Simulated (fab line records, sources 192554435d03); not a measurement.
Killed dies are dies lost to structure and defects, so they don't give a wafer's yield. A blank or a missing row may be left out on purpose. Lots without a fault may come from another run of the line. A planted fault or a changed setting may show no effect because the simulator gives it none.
fab line records | flow n5_finfet | part 1 of 2: steps 1 to 22 of 28
record lots=5 wafers=15 last_day=17
route steps=1938 shown FIN_SAQP@150 FIN_CUT@154
lots that met no fault: from a run of the same line without faults
start_h: hours from the record's first day to the start of the lot's first wafer shown | wait_h: hours since the lot's step before | " the same as in the row above | L1.1+2: a row that stands for several wafers | - no value, or no start given | * or withheld: withheld | < > ~ a bound
route shown NAME@n: a module of which the file shows steps, and the number in the route of the first | usual: mean/standard deviation of fault-free wafers | same: alike in all rows | chamber/n: place in a boat | sites: the reading at each site | _std_site: their standard deviation | _edge_site: outer sites' mean less inner sites' | radius_mm: how far each site lies from the wafer's centre | mask NAME#n: copy n | behind: the tool/chamber that last shaped the wafer | hold: why the lot was held/for how many hours/how that ended | device: the transistor (n, p or np) that didn't switch | end of line: the same wafers' tests at the end of the route | a step without rows: its recipe alone | killed: dies lost to structure and defects at the first sort, not the wafer's yield | map: a wafer's dies, x killed, . not, _ none there
set.NAME: the setting as run; set.NAME@STEP: as run at that earlier step | model.NAME: the simulator's own value behind a step, which no gauge read
lots at some steps of the route; a table a step, a row a wafer
services: from which hour (start_h, from the record's first day; less than 0 if before it) a tool's chamber was out of use, for how many hours, and why
## steps
# step N5_FIN_SAQP_PRECLEAN_45
# recipe chemistry=dHF time_s=10 dilution=500:1 temp_c=25
# columns lot.wafer tool chamber start_h wait_h
L076.3+4+6 wet_bench-03 1,7,5 40.09 0.0
L081.2+4+5 wet_bench-05 4,0,7 68.85 0.0
L090.3+4+5 wet_bench-04 2,4,7 123.17 0.0
L091.2+3+6 wet_bench-04 7,6,1 129.43 0.0
L092.1+3+5 wet_bench-04 6,3,1 136.06 0.0
# step N5_FIN_SAQP_SRD_39
# recipe dry=ipa_marangoni time_s=30 temp_c=23 rinse_liquid=diw
# columns lot.wafer tool chamber start_h wait_h
L076.3+4+6 wet_bench-03 1,7,5 40.09 0.0
L081.2+4+5 wet_bench-05 4,0,7 68.85 0.0
L090.3+4+5 wet_bench-04 2,4,7 123.17 0.0
L091.2+3+6 wet_bench-04 7,6,1 129.44 0.0
L092.1+3+5 wet_bench-04 6,3,1 136.06 0.0
# step N5_FIN_SAQP_OCD_MEAS_76
# usual trench_depth_nm=120.1/1.5
# columns lot.wafer tool chamber start_h wait_h trench_depth_nm
L076.3 ocd-01 - 40.14 0.0 121.1
L076.4 " - " " 122.8
L076.6 " - " " 120.4
L081.2 ocd-02 - 68.89 0.0 119.6
L081.4 " - " " 121.2
L081.5 " - " " 120.8
L090.3 ocd-01 - 123.22 0.0 119.4
L090.4 " - " " 117.5
L090.5 " - " " 118.5
L091.2 ocd-02 - 129.48 0.0 116.8
L091.3 " - " " 122.2
L091.6 " - " " 117.7
L092.1 ocd-01 - 136.10 0.0 119.6
L092.3 " - " " 118.9
L092.5 " - " " 118.8
# step N5_FIN_SAQP_INSPECT_40
# recipe inspect_instrument=brightfield mode=aei
# usual raw_defect_count=230/65
# columns lot.wafer tool chamber start_h wait_h raw_defect_count
L076.3 defect_inspect-01 - 40.17 0.0 274
L076.4 " - " " 152
L076.6 " - " " 198
L081.2 defect_inspect-02 - 68.92 0.0 208
L081.4 " - " " 255
L081.5 " - " " 178
L090.3 defect_inspect-01 - 123.25 0.0 474
L090.4 " - " " 273
L090.5 " - " " 214
L091.2 defect_inspect-01 - 129.51 0.0 258
L091.3 " - " " 386
L091.6 " - " " 375
L092.1 defect_inspect-02 - 136.13 0.0 176
L092.3 " - " " 169
L092.5 " - " " 195
# step N5_FIN_CUT_COAT_18
# recipe resist=SOC temp_c=250 time_s=60 spin_rpm=1500 resist_thk_nm=230
# usual heater_power_total_W=500.4/1.7
# columns lot.wafer tool chamber start_h wait_h heater_power_total_W
L076.3 litho_track-02 0 40.20 0.0 503.1
L076.4 " 0 " " 503.2
L076.6 " 0 " " 498.7
L081.2 litho_track-04 0 68.96 0.0 499.7
L081.4 " 0 " " 502.5
L081.5 " 0 " " 501.9
L090.3 litho_track-04 0 123.28 0.0 501.8
L090.4 " 0 " " 502.3
L090.5 " 0 " " 501.5
L091.2 litho_track-04 0 129.54 0.0 502.8
L091.3 " 0 " " 502.2
L091.6 " 0 " " 502.8
L092.1 litho_track-04 0 136.16 0.0 498.0
L092.3 " 0 " " 500.7
L092.5 " 0 " " 497.6
# step N5_FIN_CUT_COAT_19
# recipe resist=SiARC temp_c=220 time_s=60 spin_rpm=1500 resist_thk_nm=20
# usual heater_power_total_W=427.6/2.2
# columns lot.wafer tool chamber start_h wait_h heater_power_total_W
L076.3 litho_track-02 0 - - 426.4
L076.4 " 0 " " 427.1
L076.6 " 0 " " 428.3
L081.2 litho_track-04 0 - - 429.0
L081.4 " 0 " " 430.4
L081.5 " 0 " " 425.4
L090.3 litho_track-04 0 - - 426.1
L090.4 " 0 " " 427.9
L090.5 " 0 " " 425.1
L091.2 litho_track-04 0 - - 424.3
L091.3 " 0 " " 430.7
L091.6 " 0 " " 424.6
L092.1 litho_track-04 0 - - 428.8
L092.3 " 0 " " 428.5
L092.5 " 0 " " 426.4
# step N5_FIN_CUT_COAT_29
# recipe resist=underlayer temp_c=205 time_s=60 spin_rpm=1500 resist_thk_nm=10
# usual heater_power_total_W=391.7/1.3
# columns lot.wafer tool chamber start_h wait_h heater_power_total_W
L076.3 litho_track-02 0 - - 391.6
L076.4 " 0 " " 390.8
L076.6 " 0 " " 390.3
L081.2 litho_track-04 0 - - 392.8
L081.4 " 0 " " 390.5
L081.5 " 0 " " 392.4
L090.3 litho_track-04 0 - - 393.5
L090.4 " 0 " " 391.2
L090.5 " 0 " " 391.3
L091.2 litho_track-04 0 - - 390.4
L091.3 " 0 " " 392.3
L091.6 " 0 " " 391.0
L092.1 litho_track-04 0 - - 392.2
L092.3 " 0 " " 390.2
L092.5 " 0 " " 393.1
# step N5_FIN_CUT_COAT_02
# recipe resist=CAR-EUV spin_rpm=1500 resist_thk_nm=30
# columns lot.wafer tool chamber start_h wait_h
L076.3+4+6 litho_track-02 0 - -
L081.2+4+5 litho_track-04 0 - -
L090.3+4+5 litho_track-04 0 - -
L091.2+3+6 litho_track-04 0 - -
L092.1+3+5 litho_track-04 0 - -
# step N5_FIN_CUT_EBR_04
# recipe solvent=PGMEA ebr_width_mm=1.5
# same ebr_width_mm=1.5
# columns lot.wafer tool chamber start_h wait_h
L076.3+4+6 litho_track-02 0 - -
L081.2+4+5 litho_track-04 0 - -
L090.3+4+5 litho_track-04 0 - -
L091.2+3+6 litho_track-04 0 - -
L092.1+3+5 litho_track-04 0 - -
# step N5_FIN_CUT_SOFTBAKE_03
# recipe temp_c=110 time_s=60 resist=CAR-EUV
# usual heater_power_total_W=175.2/1.5
# columns lot.wafer tool chamber start_h wait_h heater_power_total_W
L076.3 litho_track-02 0 - - 174.6
L076.4 " 0 " " 176.0
L076.6 " 0 " " 173.6
L081.2 litho_track-04 0 - - 177.0
L081.4 " 0 " " 173.8
L081.5 " 0 " " 174.5
L090.3 litho_track-04 0 - - 175.0
L090.4 " 0 " " 174.8
L090.5 " 0 " " 177.5
L091.2 litho_track-04 0 - - 176.1
L091.3 " 0 " " 177.4
L091.6 " 0 " " 177.4
L092.1 litho_track-04 0 - - 176.4
L092.3 " 0 " " 174.2
L092.5 " 0 " " 173.0
# step N5_FIN_CUT_EXPOSE_05
# recipe mask_id=FIN_CUT na=0.33 source_shape=annular sigma_inner=0.35 sigma_outer=0.8 polarization=unpolarized dose_mj=45.75
# columns lot.wafer tool chamber start_h wait_h mask
L076.3+4+6 euv_scanner-01 0 40.48 - FIN_CUT#0
L081.2+4+5 euv_scanner-01 0 69.10 - FIN_CUT#0
L090.3+4+5 euv_scanner-02 0 123.43 - FIN_CUT#0
L091.2+3+6 euv_scanner-02 0 129.68 - FIN_CUT#0
L092.1+3+5 euv_scanner-02 0 136.34 - FIN_CUT#0
# step N5_FIN_CUT_PEB_06
# recipe peb_temp_c=100 peb_time_s=60 resist=CAR-EUV
# usual heater_power_total_W=154.1/1.1
# columns lot.wafer tool chamber start_h wait_h heater_power_total_W
L076.3 litho_track-03 0 40.53 0.0 153.0
L076.4 " 0 " " 153.9
L076.6 " 0 " " 155.4
L081.2 litho_track-03 0 69.16 0.1 152.5
L081.4 " 0 " " 152.8
L081.5 " 0 " " 155.6
L090.3 litho_track-02 0 123.49 0.0 154.1
L090.4 " 0 " " 154.6
L090.5 " 0 " " 153.2
L091.2 litho_track-02 0 129.75 0.1 154.1
L091.3 " 0 " " 155.3
L091.6 " 0 " " 155.0
L092.1 litho_track-02 0 136.40 0.1 155.5
L092.3 " 0 " " 155.2
L092.5 " 0 " " 152.5
# step N5_FIN_CUT_DEVELOP_07
# recipe develop_time_s=30 developer=TMAH resist=CAR-EUV rinse_liquid=surfactant_rinse dry=air_spin dev_temp_c=23
# columns lot.wafer tool chamber start_h wait_h
L076.3+4+6 litho_track-03 0 - -
L081.2+4+5 litho_track-03 0 - -
L090.3+4+5 litho_track-02 0 - -
L091.2+3+6 litho_track-02 0 - -
L092.1+3+5 litho_track-02 0 - -
# step N5_FIN_CUT_CD_MEAS_08
# recipe target_cd_nm=29.1 landing_energy_ev=500 detector=se_inlens polarity=opening
# usual cd_nm=29.22/0.23
# same landing_energy_ev=500
# columns lot.wafer tool chamber start_h wait_h cd_nm
L076.3 cd_sem-03 0 40.60 - 29.24
L076.4 " 0 " " 29.32
L076.6 " 0 " " 29.19
L081.2 cd_sem-02 0 69.23 - 29.51
L081.4 " 0 " " 29.46
L081.5 " 0 " " 29.41
L090.3 cd_sem-02 0 123.55 - 28.86
L090.4 " 0 " " 28.97
L090.5 " 0 " " 29.43
L091.2 cd_sem-02 0 129.81 - 29.36
L091.3 " 0 " " 29.25
L091.6 " 0 " " 29.80
L092.1 cd_sem-02 0 136.47 - 29.00
L092.3 " 0 " " 29.13
L092.5 " 0 " " 28.97
# step N5_FIN_CUT_OVL_MEAS_09
# recipe points_per_wafer=522
# usual FIN_CUT_OVL=-0.4/0.77
# columns lot.wafer tool chamber start_h wait_h FIN_CUT_OVL[nm]
L076.3 overlay-01 0 40.64 0.0 0.7
L076.4 " 0 " " 0.7
L076.6 " 0 " " 0.9
L081.2 overlay-02 0 69.26 0.0 -0.4
L081.4 " 0 " " -0.1
L081.5 " 0 " " 0.1
L090.3 overlay-01 0 123.59 0.0 0.0
L090.4 " 0 " " -1.2
L090.5 " 0 " " -0.1
L091.2 overlay-01 0 129.85 0.0 0.1
L091.3 " 0 " " -0.7
L091.6 " 0 " " -0.8
L092.1 overlay-01 0 136.50 0.0 -1.6
L092.3 " 0 " " -1.1
L092.5 " 0 " " -0.9
# step N5_FIN_CUT_INSPECT_10
# recipe mode=adi inspect_instrument=brightfield
# usual raw_defect_count=43/11
# columns lot.wafer tool chamber start_h wait_h raw_defect_count
L076.3 defect_inspect-02 - 40.69 0.0 47
L076.4 " - " " 31
L076.6 " - " " 41
L081.2 defect_inspect-01 - 69.32 0.0 46
L081.4 " - " " 54
L081.5 " - " " 29
L090.3 defect_inspect-02 - 123.64 0.0 65
L090.4 " - " " 48
L090.5 " - " " 33
L091.2 defect_inspect-01 - 129.90 0.0 43
L091.3 " - " " 80
L091.6 " - " " 82
L092.1 defect_inspect-02 - 136.57 0.1 30
L092.3 " - " " 41
L092.5 " - " " 42
# step N5_FIN_CUT_DESCUM_13
# recipe chemistry=O2 time_s=7 source_power_w=50 bias_power_w=20 pressure_mtorr=20 rf_frequency_hz=2.712e+07 temp_c=40 resist=CAR-EUV o2_flow_sccm=225
# usual bias_power_w=20.00/0.062 drypump_motor_current_A=5.7/0.32 oes_product_au=0.73/0.061 rf_fwd_power_W=49.43/0.23 rf_vpp_V=243.2/1.2 showerhead_plenum_p_Torr=2.09/0.066 throttle_valve_pct=20.43/0.23
# columns lot.wafer tool chamber start_h wait_h bias_power_w drypump_motor_current_A oes_product_au rf_fwd_power_W rf_hours_counter_h rf_vpp_V showerhead_plenum_p_Torr throttle_valve_pct
L076.3 rie_diel-02 0 41.29 0.6 19.97 5.3 0.76 49.52 147 241.0 2.01 20.44
L076.4 " 3 " " 19.91 5.5 0.69 49.23 216 243.4 2.06 20.67
L076.6 " 2 " " 20.08 5.7 0.71 49.24 - 243.3 2.15 20.36
L081.2 rie_diel-05 3 69.57 0.2 20.04 6.3 0.67 49.23 227 241.4 1.97 20.78
L081.4 " 2 " " 19.95 5.9 0.76 49.50 125 242.1 2.09 20.15
L081.5 " 3 " " 20.13 6.3 0.67 49.11 - 242.9 1.97 20.78
L090.3 rie_diel-04 2 123.67 0.0 19.93 5.8 0.69 49.33 228 243.9 2.06 20.25
L090.4 " 3 " " 20.01 5.5 0.72 49.16 204 242.7 1.99 20.74
L090.5 " 2 " " 20.06 5.8 0.70 49.34 - 242.2 2.06 20.26
L091.2 rie_diel-04 0 129.98 0.1 20.01 5.7 0.73 49.35 169 243.5 2.09 20.82
L091.3 " 1 " " 20.18 5.9 0.76 49.29 153 242.9 2.16 20.21
L091.6 " 2 " " 19.93 5.8 0.68 49.27 - 243.7 2.05 20.26
L092.1 rie_diel-02 1 136.60 0.0 19.94 5.8 0.69 49.62 219 245.2 2.17 20.50
L092.3 " 3 " " 19.95 5.5 0.67 49.27 243 244.0 2.05 20.70
L092.5 " 3 " " 19.90 5.5 0.66 49.31 - 243.5 2.05 20.71
# step N5_FIN_CUT_ETCH_30
# recipe chemistry=N2/H2 target=underlayer target_depth_a=130 mask_material=CAR-EUV time_s=10.4 ion_energy_ev=200 pressure_mtorr=30 source_w=840 bias_w=150 n2_flow_sccm=200 h2_flow_sccm=200 ends=cleared
# usual drypump_motor_current_A=5.7/0.32 etch_rf_on_time_s=10.54/0.27 oes_product_au=0.62/0.053 rf_fwd_power_W=819.5/2.4 rf_vpp_V=523.9/2.3 showerhead_plenum_p_Torr=2.55/0.081 throttle_valve_pct=17.92/0.24
# columns lot.wafer tool chamber start_h wait_h drypump_motor_current_A etch_rf_on_time_s oes_product_au rf_fwd_power_W rf_hours_counter_h rf_vpp_V showerhead_plenum_p_Torr throttle_valve_pct
L076.3 rie_diel-02 0 41.32 0.0 5.3 10.79 0.63 819.6 147 521.3 2.45 17.88
L076.4 " 3 " " 5.5 10.59 0.59 819.8 216 523.3 2.51 18.15
L076.6 " 2 " " 5.7 10.29 0.61 819.4 - 525.2 2.64 18.02
L081.2 rie_diel-05 3 69.60 0.0 6.3 10.98 0.56 820.8 227 519.1 2.42 18.33
L081.4 " 2 " " 5.9 10.28 0.66 817.8 125 523.1 2.54 17.52
L081.5 " 3 " " 6.4 10.92 0.57 820.3 - 521.6 2.42 18.33
L090.3 rie_diel-04 2 123.71 0.0 5.8 10.57 0.59 813.7 228 523.7 2.53 17.92
L090.4 " 3 " " 5.5 10.08 0.62 815.6 204 520.6 2.42 18.15
L090.5 " 2 " " 5.8 10.46 0.59 814.5 - 523.2 2.52 17.90
L091.2 rie_diel-04 0 130.01 0.0 5.7 10.97 0.62 820.2 169 521.6 2.52 18.06
L091.3 " 1 " " 5.9 10.41 0.63 814.5 153 526.7 2.67 17.88
L091.6 " 2 " " 5.7 10.63 0.59 817.0 - 523.7 2.52 17.92
L092.1 rie_diel-02 1 136.64 0.0 5.8 10.68 0.58 819.0 219 526.1 2.63 17.88
L092.3 " 3 " " 5.5 10.67 0.57 818.6 243 523.3 2.50 18.20
L092.5 " 3 " " 5.5 10.63 0.57 823.8 - 521.7 2.50 18.21
# step N5_FIN_CUT_ETCH_20
# recipe chemistry=CF4 target=SiARC target_depth_a=260 mask_material=CAR-EUV time_s=43.3 ion_energy_ev=80 pressure_mtorr=40 source_w=545 bias_w=36 Ar_flow_sccm=100 cf4_flow_sccm=100 ends=cleared
# usual drypump_motor_current_A=5.7/0.31 etch_rf_on_time_s=44.1/1.1 oes_product_au=0.62/0.053 rf_fwd_power_W=536.4/2.5 rf_vpp_V=184.2/1.1 showerhead_plenum_p_Torr=2.14/0.064 throttle_valve_pct=15.68/0.21
# columns lot.wafer tool chamber start_h wait_h drypump_motor_current_A etch_rf_on_time_s oes_product_au rf_fwd_power_W rf_hours_counter_h rf_vpp_V showerhead_plenum_p_Torr throttle_valve_pct
L076.3 rie_diel-02 0 41.34 0.0 5.3 44.9 0.64 540.0 147 182.8 2.06 15.67
L076.4 " 3 " " 5.5 44.6 0.59 537.0 216 184.9 2.11 15.93
L076.6 " 2 " " 5.7 43.0 0.60 534.2 - 183.8 2.21 15.59
L081.2 rie_diel-05 3 69.62 0.0 6.3 45.7 0.58 532.4 227 183.4 2.03 16.00
L081.4 " 2 " " 5.9 43.0 0.66 539.0 125 184.1 2.14 15.37
L081.5 " 3 " " 6.3 45.9 0.58 533.1 - 183.2 2.03 16.00
L090.3 rie_diel-04 2 123.73 0.0 5.8 44.0 0.59 534.4 228 183.2 2.12 15.64
L090.4 " 3 " " 5.5 42.2 0.62 532.4 204 182.9 2.04 15.93
L090.5 " 2 " " 5.7 43.4 0.59 536.6 - 182.8 2.12 15.66
L091.2 rie_diel-04 0 130.03 0.0 5.7 46.1 0.61 539.9 169 184.6 2.13 15.90
L091.3 " 1 " " 5.9 43.2 0.63 531.7 153 184.5 2.23 15.56
L091.6 " 2 " " 5.8 44.4 0.59 537.5 - 184.3 2.12 15.67
L092.1 rie_diel-02 1 136.66 0.0 5.9 44.6 0.57 543.1 219 183.8 2.20 15.61
L092.3 " 3 " " 5.5 44.1 0.57 536.4 244 184.0 2.10 15.98
L092.5 " 3 " " 5.4 44.4 0.57 534.3 - 184.6 2.10 15.99
# step N5_FIN_CUT_ETCH_21
# recipe chemistry=N2/H2 target=SOC target_depth_a=2190 overetch_a=438 mask_material=SiARC temp_c=40 ion_energy_ev=100 bias_w=61 time_s=523.5 pressure_mtorr=30 source_w=850 n2_flow_sccm=200 h2_flow_sccm=200
# usual drypump_motor_current_A=5.7/0.32 oes_product_au=0.67/0.052 rf_fwd_power_W=849.1/2.4 rf_vpp_V=240.7/1.2 showerhead_plenum_p_Torr=2.55/0.081 throttle_valve_pct=17.88/0.24
# columns lot.wafer tool chamber start_h wait_h drypump_motor_current_A oes_product_au rf_fwd_power_W rf_hours_counter_h rf_vpp_V showerhead_plenum_p_Torr throttle_valve_pct
L076.3 rie_diel-02 0 41.38 0.0 5.3 0.70 848.7 147 239.2 2.45 17.82
L076.4 " 3 " " 5.5 0.64 850.7 216 240.3 2.51 18.11
L076.6 " 2 " " 5.7 0.65 848.6 - 242.7 2.64 17.97
L081.2 rie_diel-05 3 69.66 0.0 6.4 0.63 843.8 227 239.6 2.42 18.29
L081.4 " 2 " " 5.9 0.70 847.3 125 240.6 2.54 17.46
L081.5 " 3 " " 6.3 0.64 847.6 - 240.0 2.42 18.28
L090.3 rie_diel-04 2 123.76 0.0 5.8 0.64 852.8 228 241.7 2.52 17.86
L090.4 " 3 " " 5.5 0.66 846.8 204 239.3 2.42 18.12
L090.5 " 2 " " 5.8 0.65 848.1 - 241.0 2.52 17.88
L091.2 rie_diel-04 0 130.07 0.0 5.7 0.68 848.1 169 240.5 2.52 18.02
L091.3 " 1 " " 5.9 0.68 846.0 153 242.2 2.67 17.83
L091.6 " 2 " " 5.8 0.64 850.4 - 239.7 2.52 17.89
L092.1 rie_diel-02 1 136.69 0.0 5.9 0.63 848.7 219 241.9 2.63 17.83
L092.3 " 3 " " 5.5 0.62 851.1 244 239.7 2.50 18.17
L092.5 " 3 " " 5.5 0.62 848.9 - 239.7 2.50 18.15
# step N5_FIN_CUT_STRIP_23
# recipe chemistry=N2/H2 temp_c=40 n2_flow_sccm=200 h2_flow_sccm=200 rf_frequency_hz=6e+07
# columns lot.wafer tool chamber start_h wait_h
L076.3+4+6 rie_diel-02 0,3,2 41.69 0.2
L081.2+4+5 rie_diel-05 3,2,3 69.96 0.2
L090.3+4+5 rie_diel-04 2,3,2 124.07 0.2
L091.2+3+6 rie_diel-04 0,1,2 130.38 0.2
L092.1+3+5 rie_diel-02 1,3,3 137.00 0.2
# step N5_FIN_CUT_STRIP_31
# recipe chemistry=N2/H2 temp_c=40 n2_flow_sccm=200 h2_flow_sccm=200 rf_frequency_hz=6e+07
# columns lot.wafer tool chamber start_h wait_h
L076.3+4+6 rie_diel-02 0,3,2 41.70 0.0
L081.2+4+5 rie_diel-05 3,2,3 69.97 0.0
L090.3+4+5 rie_diel-04 2,3,2 124.08 0.0
L091.2+3+6 rie_diel-04 0,1,2 130.39 0.0
L092.1+3+5 rie_diel-02 1,3,3 137.01 0.0
